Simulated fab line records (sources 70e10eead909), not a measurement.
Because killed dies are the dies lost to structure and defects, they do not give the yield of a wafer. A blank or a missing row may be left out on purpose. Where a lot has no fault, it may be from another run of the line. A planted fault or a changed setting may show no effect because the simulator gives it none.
fab line records	flow nand_harc
record: lots: 4	wafers: 12	last_day: 33
route steps=1302 shown A_CHANNEL_HOLE_D2@570 END@1302
lots untouched by any fault: they come from a run of this same line in which no faults occurred
start_h: hours from the record's first day to the start of the lot's first wafer shown	wait_h: hours since the lot's step before	" unchanged from the row above	L1.1+2: a single row standing in for several wafers	- no value, or no start was given	* or withheld: withheld	< > ~ a bound
route shown NAME@n: NAME is a module with steps in the file, n the number in the route of the first one	usual: the fault-free wafers' mean and standard deviation	same: alike in all rows	chamber/n: place in a boat	sites: the reading at each site	_std_site: the values' standard deviation	_edge_site: outer sites' mean less inner sites'	radius_mm: how far each site lies from the wafer's centre	mask NAME#n: copy n	behind: the most recent tool/chamber to have shaped the wafer	hold: the reason the lot was held/the length of the hold in hours/how it ended	device: which transistor (n, p or np) failed to switch	end of line: the route-end tests of the same wafers	a step without rows: its recipe alone	killed: count of dies lost to structure and defects at first sort (not the wafer's yield)	map: the dies of a wafer, with x for killed, . for not killed, _ for no die there
set.NAME: the setting as run; set.NAME@STEP: as run at that earlier step	model.NAME: the simulator's own value behind a step, which no gauge read
certain route steps with their lots: each step a table, each wafer a row
services: a tool's chamber out of use, with start hour (start_h, from the record's first day; less than 0 if before it), hours out, and reason
== steps ==
step: NHARC_A_CHANNEL_HOLE_D2_DEP_00
recipe: target_thk_a: 31000	temp_c: 400	material: aC
step: NHARC_A_CHANNEL_HOLE_D2_DEP_01
recipe: target_thk_a: 1400	target_thk_nm: 140	temp_c: 400	pressure_torr: 3.5	flow_sccm: 200	rf_w: 350	material: SiON
step: NHARC_A_CHANNEL_HOLE_D2_DEHYDRATE_02
recipe: temp_c: 150	time_s: 120
step: NHARC_A_CHANNEL_HOLE_D2_HMDS_03
recipe: time_s: 30
step: NHARC_A_CHANNEL_HOLE_D2_COAT_36
recipe: temp_c: 260	time_s: 75
step: NHARC_A_CHANNEL_HOLE_D2_COAT_37
recipe: temp_c: 225	time_s: 65
step: NHARC_A_CHANNEL_HOLE_D2_COAT_04
recipe: spin_rpm: 1500	resist_thk_nm: 90
step: NHARC_A_CHANNEL_HOLE_D2_SOFTBAKE_05
recipe: temp_c: 105	time_s: 55
step: NHARC_A_CHANNEL_HOLE_D2_EBR_06
step: NHARC_A_CHANNEL_HOLE_D2_EXPOSE_07
recipe: na: 1.35	target_cd_nm: 100	sigma_outer: 0.3	dose_mj: 59.65	mask_id: HOLE_D2
step: NHARC_A_CHANNEL_HOLE_D2_PEB_08
recipe: peb_temp_c: 100	peb_time_s: 65
usual: chill_plate_temp_C: 22.97/0.11
lot.wafer	tool	chamber	start_h	wait_h	chill_plate_temp_C
L197.3	litho_track-04	0	321.59	0.0	22.82
L197.4	"	0	"	"	22.87
L197.6	"	0	"	"	22.86
L207.1	litho_track-04	0	409.88	0.1	22.98
L207.2	"	0	"	"	23.02
L207.6	"	0	"	"	22.84
L209.3	litho_track-04	0	429.27	0.0	23.12
L209.4	"	0	"	"	22.91
L209.6	"	0	"	"	22.95
L215.2	litho_track-06	0	489.85	0.1	23.09
L215.5	"	0	"	"	22.90
L215.6	"	0	"	"	23.01
step: NHARC_A_CHANNEL_HOLE_D2_DEVELOP_09
recipe: develop_time_s: 35	dev_temp_c: 23
step: NHARC_A_CHANNEL_HOLE_D2_CD_MEAS_10
recipe: target_cd_nm: 100	landing_energy_ev: 500
usual: cd_nm: 100.0/0.41
lot.wafer	tool	chamber	start_h	wait_h	cd_nm
L197.3	cd_sem-01	0	321.68	-	99.6
L197.4	"	0	"	"	100.2
L197.6	"	0	"	"	99.8
L207.1	cd_sem-03	0	409.96	-	105.3
L207.2	"	0	"	"	105.7
L207.6	"	0	"	"	105.4
L209.3	cd_sem-02	0	429.35	-	104.1
L209.4	"	0	"	"	103.9
L209.6	"	0	"	"	103.5
L215.2	cd_sem-02	0	489.93	-	100.4
L215.5	"	0	"	"	100.0
L215.6	"	0	"	"	100.2
step: NHARC_A_CHANNEL_HOLE_D2_DESCUM_15
recipe: time_s: 3	o2_flow_sccm: 200	ar_flow_sccm: 0	bias_power_w: 0	chemistry: O2
usual: drypump_motor_current_A: 5.8/0.41	oes_product_au: 1.003/0.0075	rf_vpp_V: 58.0/0.85	showerhead_plenum_p_Torr: 1.95/0.072	throttle_valve_pct: 11.313/0.0092
same: bias_power_w: 0
lot.wafer	tool	chamber	start_h	wait_h	drypump_motor_current_A	oes_product_au	rf_hours_counter_h	rf_vpp_V	showerhead_plenum_p_Torr	throttle_valve_pct	model.A_CHANNEL_HOLE_D2.cd_nm
L197.4	rie_diel-10	0	321.86	0.1	6.2	1.001	5.1	57.8	2.01	11.315	99.88
L197.3	"	2	"	"	6.1	0.994	5.8	59.2	1.83	11.281	99.35
L197.6	"	0	"	"	6.2	0.995	-	58.9	2.01	11.318	99.29
L207.1	rie_diel-12	3	410.15	0.1	6.3	1.004	9.4	58.8	1.93	11.328	105.2
L207.2	"	0	"	"	6.7	0.991	7.8	57.4	1.87	11.310	105.8
L207.6	"	0	"	"	6.6	0.997	-	58.0	1.87	11.297	105.2
L209.3	rie_diel-11	2	429.54	0.1	5.8	0.993	0.5	56.9	1.96	11.309	103.9
L209.4	"	0	"	"	5.7	0.998	0.5	58.4	1.95	11.311	103.6
L209.6	"	1	"	"	6.0	1.010	-	58.1	1.91	11.311	103.2
L215.2	rie_diel-12	1	490.12	0.1	5.6	1.009	4.1	57.1	1.86	11.314	100.5
L215.6	"	0	"	"	6.6	1.006	-	57.8	1.87	11.324	101
L215.5	"	1	"	"	5.6	1.014	-	58.0	1.86	11.323	100.2
step: NHARC_A_CHANNEL_HOLE_D2_ETCH_38
recipe: target_depth_a: 390	over_etch_frac: 0.3	time_s: 65	ion_energy_ev: 80	cf4_flow_sccm: 150	ar_flow_sccm: 0	rf_w: 300	bias_w: 100	chemistry: CF4
step: NHARC_A_CHANNEL_HOLE_D2_ETCH_39
recipe: target_depth_a: 2600	over_etch_frac: 0.3	time_s: 325	ion_energy_ev: 200	n2_flow_sccm: 150	h2_flow_sccm: 150	ar_flow_sccm: 0	rf_w: 400	bias_w: 150	chemistry: N2/H2
step: NHARC_A_CHANNEL_HOLE_D2_ETCH_34
recipe: target_depth_a: 1540	time_s: 77	cf4_flow_sccm: 100	chf3_flow_sccm: 30	ar_flow_sccm: 0	rf_w: 500	bias_w: 200	chemistry: CF4/CHF3
step: NHARC_A_CHANNEL_HOLE_D2_ETCH_16
recipe: target_depth_a: 31000	over_etch_frac: 0.3	time_s: 806	ion_energy_ev: 150	o2_flow_sccm: 400	cos_flow_sccm: 20	ar_flow_sccm: 0	rf_w: 500	bias_w: 300	chemistry: O2/COS
step: NHARC_A_CHANNEL_HOLE_D2_CD_MEAS_18
usual: cd_nm: 99.6/1.5
lot.wafer	tool	chamber	start_h	wait_h	cd_nm
L197.3	cd_sem-01	-	322.97	-	99.8
L197.4	"	-	"	"	98.3
L197.6	"	-	"	"	100.0
L207.1	cd_sem-03	-	411.25	-	106.1
L207.2	"	-	"	"	106.1
L207.6	"	-	"	"	105.8
L209.3	cd_sem-02	-	430.65	-	102.2
L209.4	"	-	"	"	101.8
L209.6	"	-	"	"	102.6
L215.2	cd_sem-03	-	491.22	-	101.6
L215.5	"	-	"	"	103.0
L215.6	"	-	"	"	101.2
step: NHARC_A_CHANNEL_HOLE_D2_ETCH_19
recipe: bias_v: 1200	source_w: 2500	pressure_mtorr: 15	time_s: 34.5	ar_flow_sccm: 375	c4f8_flow_sccm: 28.8	o2_flow_sccm: 96.2	temp_c: -20	target_depth_a: *	chemistry: C4F8/O2/Ar
step: NHARC_A_CHANNEL_HOLE_D2_ETCH_20
recipe: bias_v: 3000	source_w: withheld	pressure_mtorr: 20	time_s: 361.9	ar_flow_sccm: 375	c4f8_flow_sccm: 89.3	o2_flow_sccm: 35.7	temp_c: -20	target_depth_a: 16000	chemistry: C4F8/O2/Ar
step: NHARC_A_CHANNEL_HOLE_D2_ETCH_21
recipe: bias_v: 3000	source_w: withheld	pressure_mtorr: 20	time_s: 514.3	ar_flow_sccm: 375	c4f8_flow_sccm: 89.3	o2_flow_sccm: 35.7	temp_c: -20	target_depth_a: 16000	chemistry: C4F8/O2/Ar
step: NHARC_A_CHANNEL_HOLE_D2_ETCH_22
recipe: bias_v: 3000	source_w: withheld	pressure_mtorr: 20	time_s: 666.7	ar_flow_sccm: 375	c4f8_flow_sccm: 89.3	o2_flow_sccm: 35.7	temp_c: -20	target_depth_a: 16000	chemistry: C4F8/O2/Ar
step: NHARC_A_CHANNEL_HOLE_D2_ETCH_23
recipe: bias_v: 5000	source_w: withheld	pressure_mtorr: 20	time_s: 819	ar_flow_sccm: 375	c4f8_flow_sccm: 89.3	o2_flow_sccm: 35.7	temp_c: -20	target_depth_a: 16000	chemistry: C4F8/O2/Ar
step: NHARC_A_CHANNEL_HOLE_D2_ETCH_24
recipe: bias_v: 5000	source_w: withheld	pressure_mtorr: 20	time_s: 906.2	ar_flow_sccm: 375	c4f8_flow_sccm: 93.8	o2_flow_sccm: 31.2	temp_c: -20	target_depth_a: 15000	chemistry: C4F8/O2/Ar
step: NHARC_A_CHANNEL_HOLE_D2_ETCH_25
recipe: bias_v: 5000	source_w: withheld	pressure_mtorr: 20	time_s: 1040.2	ar_flow_sccm: 375	c4f8_flow_sccm: 93.8	o2_flow_sccm: 31.2	temp_c: -20	target_depth_a: 15000	chemistry: C4F8/O2/Ar
step: NHARC_A_CHANNEL_HOLE_D2_ETCH_26
recipe: bias_v: 300	source_w: 2000	pressure_mtorr: 30	time_s: 224.1	ar_flow_sccm: 375	c4f8_flow_sccm: 11.4	o2_flow_sccm: 113.6	temp_c: -20	target_depth_a: 3000	chemistry: C4F8/O2/Ar
step: NHARC_A_CHANNEL_HOLE_D2_ETCH_27
recipe: bias_v: 400	source_w: 2000	pressure_mtorr: 25	time_s: 90	ar_flow_sccm: 375	c4f8_flow_sccm: 41.7	o2_flow_sccm: 83.3	temp_c: -20	target_depth_a: 4000	chemistry: C4F8/O2/Ar
step: NHARC_A_CHANNEL_HOLE_D2_STRIP_41
recipe: n2_flow_sccm: 150	h2_flow_sccm: 150	ar_flow_sccm: 0	bias_w: 0	chemistry: N2/H2
step: NHARC_A_CHANNEL_HOLE_D2_STRIP_42
recipe: cf4_flow_sccm: 100	chf3_flow_sccm: 30	ar_flow_sccm: 0	bias_w: 0	chemistry: CF4/CHF3
step: NHARC_A_CHANNEL_HOLE_D2_STRIP_43
recipe: o2_flow_sccm: 400	cos_flow_sccm: 20	ar_flow_sccm: 0	bias_w: 0	chemistry: O2/COS
step: NHARC_A_CHANNEL_HOLE_D2_ETCH_44
recipe: target_depth_a: 1400	overetch_a: 140	time_s: 77	ion_energy_ev: 100	cf4_flow_sccm: 80	o2_flow_sccm: 20	ar_flow_sccm: 0	rf_w: 300	bias_w: 100	chemistry: CF4/O2
usual: drypump_motor_current_A: 5.8/0.37	oes_product_au: 1.003/0.0068	rf_vpp_V: 198.2/1.2	showerhead_plenum_p_Torr: 1.36/0.043	throttle_valve_pct: 13.397/0.0097
lot.wafer	tool	chamber	start_h	wait_h	drypump_motor_current_A	oes_product_au	rf_hours_counter_h	rf_vpp_V	showerhead_plenum_p_Torr	throttle_valve_pct	model.A_CHANNEL_HOLE_D2.cd_nm
L197.4	rie_diel-10	1	327.77	0.1	5.0	0.986	5.2	199.7	1.33	13.384	88.89
L197.3	"	2	"	"	6.1	1.001	6.3	196.5	1.28	13.410	88.74
L197.6	"	0	"	"	6.2	1.000	-	199.3	1.40	13.398	88.79
L207.2	rie_diel-11	2	418.37	0.1	5.7	1.001	0.0	198.3	1.37	13.405	95.62
L207.1	"	3	"	"	5.3	1.000	0.0	198.8	1.43	13.393	94.55
L207.6	"	1	"	"	6.0	0.993	-	199.1	1.33	13.423	95.55
L209.3	rie_diel-11	0	435.45	0.1	5.7	1.006	1.2	196.8	1.36	13.392	94.32
L209.4	"	3	"	"	5.3	0.993	1.0	200.3	1.43	13.412	93.75
L209.6	"	1	"	"	6.0	1.001	-	197.3	1.33	13.392	92.6
L215.2	rie_diel-11	2	496.06	0.1	5.8	1.012	3.0	197.8	1.37	13.385	89.38
L215.5	"	2	"	"	5.8	0.997	-	197.8	1.37	13.422	89.55
L215.6	"	3	"	"	5.3	0.998	-	199.2	1.43	13.394	89.65
step: NHARC_A_CHANNEL_HOLE_D2_STRIP_28
recipe: o2_flow_sccm: 500	ar_flow_sccm: 0	bias_w: 0	chemistry: O2
step: NHARC_A_CHANNEL_HOLE_D2_PRECLEAN_29
recipe: time_s: *	temp_c: 50	bath_age_min: 0	chemistry: SC1
step: NHARC_A_CHANNEL_HOLE_D2_SRD_30
step: NHARC_A_CHANNEL_HOLE_D2_CD_MEAS_31
usual: cd_nm: 89.7/0.9
lot.wafer	tool	chamber	start_h	wait_h	cd_nm
L197.3	cd_sem-02	-	328.56	-	88.4
L197.4	"	-	"	"	88.9
L197.6	"	-	"	"	88.8
L207.1	cd_sem-03	-	419.17	-	94.9
L207.2	"	-	"	"	95.8
L207.6	"	-	"	"	95.4
L209.3	cd_sem-01	-	436.25	-	94.7
L209.4	"	-	"	"	93.7
L209.6	"	-	"	"	93.2
L215.2	cd_sem-02	-	496.98	-	89.4
L215.5	"	-	"	"	89.4
L215.6	"	-	"	"	89.6
step: NHARC_A_CHANNEL_HOLE_D2_XSEM_32
recipe: landing_energy_ev: 35000
usual: bot_cd_nm: 74.3/1.1	bow_nm: 8.62/0.3	tilt_deg: 0.07/0.038
lot.wafer	tool	chamber	start_h	wait_h	bot_cd_nm	bow_nm	tilt_deg
L197.3	xsem-01	0	328.65	0.1	72.8	8.47	0.06
L197.4	"	0	"	"	73.1	8.44	0.07
L197.6	"	0	"	"	73.9	8.49	0.06
L207.1	xsem-01	0	419.25	0.1	79.7	8.75	0.09
L207.2	"	0	"	"	80.6	8.73	0.09
L207.6	"	0	"	"	80.4	8.70	0.09
L209.3	xsem-01	0	436.34	0.1	78.5	8.89	0.03
L209.4	"	0	"	"	78.7	8.97	0.03
L209.6	"	0	"	"	77.7	8.85	0.03
L215.2	xsem-02	0	497.07	0.1	74.1	8.23	0.07
L215.5	"	0	"	"	73.3	8.27	0.07
L215.6	"	0	"	"	73.1	8.23	0.07
step: NHARC_END_SORT_01
recipe: temp_c: 25
usual: killed_at_array: 47/14	killed_at_other: 0.5/0.72	killed_at_periphery: 4/3.1	killed_dies: 52/15	killed_open: 3.2/1.9	killed_short: 2.4/1.7
same: gross_dies: 677
lot.wafer	tool	chamber	start_h	wait_h	killed_at_array	killed_at_other	killed_at_periphery	killed_dies	killed_open	killed_short
L197.3	prober-01	0	586.03	3.1	53	0	3	56	2	4
L197.4	prober-01	0	586.82	3.4	51	0	0	51	5	3
L197.6	prober-01	0	588.42	4.0	47	0	0	47	3	2
L207.1	prober-02	0	753.34	2.5	55	0	0	55	4	5
L207.2	prober-02	0	754.13	2.8	40	0	0	40	1	1
L207.6	prober-02	0	757.29	3.9	55	1	2	58	5	3
L209.3	prober-02	0	770.45	3.1	47	0	1	48	2	0
L209.4	prober-02	0	771.24	3.4	48	0	2	50	1	0
L209.6	prober-02	0	772.82	4.0	69	0	1	70	4	7
killed by level:class
L197.3 A_CHANNEL_HOLE_D2:chamber_film_flake=26 A_SLIT:chamber_film_flake=19 A_CHANNEL_HOLE_D1:chamber_film_flake=2 P_CONTACT:geometric_particle:short=1 P_CONTACT:geometric_particle:open=1 A_SOURCE_PLATE:geometric_particle:short=1 A_DECK1_JOINT:geometric_particle:short=1 A_DECK1_JOINT:geometric_particle:open=1
L197.4 A_CHANNEL_HOLE_D2:chamber_film_flake=23 A_SLIT:chamber_film_flake=12 A_CONTACT:chamber_film_flake=3 A_ONON_D2:geometric_particle:open=2 A_ONON_D2:geometric_particle:short=2 A_CHANNEL_HOLE_D1:geometric_particle:short=1 A_DECK1_JOINT:geometric_particle:open=1 A_CHANNEL_FILL_D2:geometric_particle:open=1
L197.6 A_CHANNEL_HOLE_D2:chamber_film_flake=21 A_SLIT:chamber_film_flake=16 A_ONON_D1:geometric_particle:short=2 A_WL_FILL:geometric_particle:open=1 A_CONTACT:geometric_particle:open=1 A_M0:geometric_particle:open=1 A_CHANNEL_HOLE_D1:chamber_film_flake=1 A_DECK1_JOINT:chamber_film_flake=1
L207.1 A_SLIT:chamber_film_flake=24 A_CONTACT:chamber_film_flake=7 A_CHANNEL_HOLE_D1:chamber_film_flake=5 A_WL_FILL:chamber_film_flake=5 A_CHANNEL_HOLE_D2:chamber_film_flake=4 A_SOURCE_PLATE:geometric_particle:short=1 A_ONON_D1:geometric_particle:short=1 A_CHANNEL_FILL_D1:geometric_particle:open=1
L207.2 A_SLIT:chamber_film_flake=17 A_CHANNEL_HOLE_D1:chamber_film_flake=8 A_CONTACT:chamber_film_flake=6 A_CHANNEL_HOLE_D2:chamber_film_flake=5 A_STAIRCASE:geometric_particle:short=1 A_WL_FILL:geometric_particle:open=1 A_ZERO_WELL:chamber_film_flake=1 A_STAIRCASE:chamber_film_flake=1
L207.6 A_SLIT:chamber_film_flake=32 A_CHANNEL_HOLE_D1:chamber_film_flake=5 A_CHANNEL_HOLE_D2:chamber_film_flake=4 A_STAIRCASE:chamber_film_flake=2 A_CONTACT:chamber_film_flake=2 A_ONON_D1:geometric_particle:short=1 A_ONON_D1:geometric_particle:open=1 A_CHANNEL_FILL_D1:geometric_particle:open=1
L209.3 A_SLIT:chamber_film_flake=23 A_CHANNEL_HOLE_D2:chamber_film_flake=8 A_CONTACT:chamber_film_flake=7 A_CHANNEL_HOLE_D1:chamber_film_flake=5 A_STAIRCASE:chamber_film_flake=2 A_SOURCE_PLATE:geometric_particle:open=1 A_ONON_D2:geometric_particle:open=1 P_GATE:chamber_film_flake=1
L209.4 A_CHANNEL_HOLE_D2:chamber_film_flake=23 A_SLIT:chamber_film_flake=12 A_CONTACT:chamber_film_flake=6 A_CHANNEL_HOLE_D1:chamber_film_flake=3 A_M0:geometric_particle:open=1 P_STI:chamber_film_flake=1 P_GATE:chamber_film_flake=1 A_CHANNEL_FILL_D1:chamber_film_flake=1
L209.6 A_CHANNEL_HOLE_D2:chamber_film_flake=27 A_SLIT:chamber_film_flake=10 A_CONTACT:chamber_film_flake=10 A_CHANNEL_HOLE_D1:chamber_film_flake=5 A_M0:chamber_film_flake=3 A_DECK1_JOINT:geometric_particle:short=2 A_ONON_D2:geometric_particle:open=2 A_WL_FILL:geometric_particle:short=2
== services ==
tool	chamber	start_h	hours	kind
rie_diel-10	3	307.66	5.8	repair
rie_diel-11	0	314.07	-	clean
rie_diel-11	1	314.07	-	clean
rie_diel-11	2	314.07	-	clean
rie_diel-11	3	314.07	-	clean
litho_track-06	-	330.00	7.0	pm
rie_diel-11	0	338.57	-	clean
rie_diel-11	1	338.57	-	clean
rie_diel-11	2	338.57	-	clean
rie_diel-11	3	338.57	-	clean
xsem-01	-	350.00	14.0	pm
litho_track-04	-	354.00	7.0	pm
rie_diel-11	-	358.20	1.2	repair
rie_diel-11	0	363.07	-	clean
rie_diel-12	0	370.86	6.4	repair
rie_diel-11	1	393.85	5.9	repair
rie_diel-10	-	395.81	9.0	pm
rie_diel-11	-	408.50	9.0	pm
rie_diel-10	1	414.03	4.6	repair
rie_diel-12	-	421.40	9.0	pm
rie_diel-10	0	421.79	16.5	repair
rie_diel-12	-	478.98	0.1	repair
rie_diel-12	3	479.97	5.8	repair
rie_diel-11	1	494.12	7.3	repair
== key ==
first_sign: step: NHARC_A_CHANNEL_HOLE_D2_CD_MEAS_10	reading: cd_nm	direction: up	sigmas: 11	usual: 100.0	struck: 104.7	through: control_loop
effect: step: NHARC_A_CHANNEL_HOLE_D2_CD_MEAS_18	reading: cd_nm	direction: up	sigmas: 2.9	usual: 99.6	struck: 104.1	through: control_loop
effect: step: NHARC_A_CHANNEL_HOLE_D2_CD_MEAS_31	reading: cd_nm	direction: up	sigmas: 5.4	usual: 89.7	struck: 94.6	through: control_loop
effect: step: NHARC_A_CHANNEL_HOLE_D2_XSEM_32	reading: bot_cd_nm	direction: up	sigmas: 4.7	usual: 74.3	struck: 79.2	through: control_loop
model_effect: step: NHARC_A_CHANNEL_HOLE_D2_DESCUM_15	value: A_CHANNEL_HOLE_D2.cd_nm	without: 99.74	struck: 104.5
model_effect: step: NHARC_A_CHANNEL_HOLE_D2_ETCH_44	value: A_CHANNEL_HOLE_D2.cd_nm	without: 89.66	struck: 94.4
met_at NHARC_A_CHANNEL_HOLE_D2_PEB_08
struck_wafers L207.1,L207.2,L207.6,L209.3,L209.4,L209.6
tester_left_out L207,L209
loop_trim: step: NHARC_A_CHANNEL_HOLE_D2_EXPOSE_07	setting: dose	lots: L209
onset_between 321.59 409.88
fault: kind: process_parameter_drift	tool: litho_track-04	chamber: -	onset_h: 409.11	steps: NHARC_A_CHANNEL_HOLE_D2_PEB_08	channel: peb_time_s	offset: *	shape: step	end_h: 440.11	acts_in: *	stated: *
tester_left_out: of these lots the tester's yield and bins aren't shown, on N5 and GAA mostly nor the transistor test; their killed dies are dies lost to structure and defects alone, not to doping, threshold or leakage, so they don't give the yield
loop_trim: a control loop set the setting to another value than it would have without faults
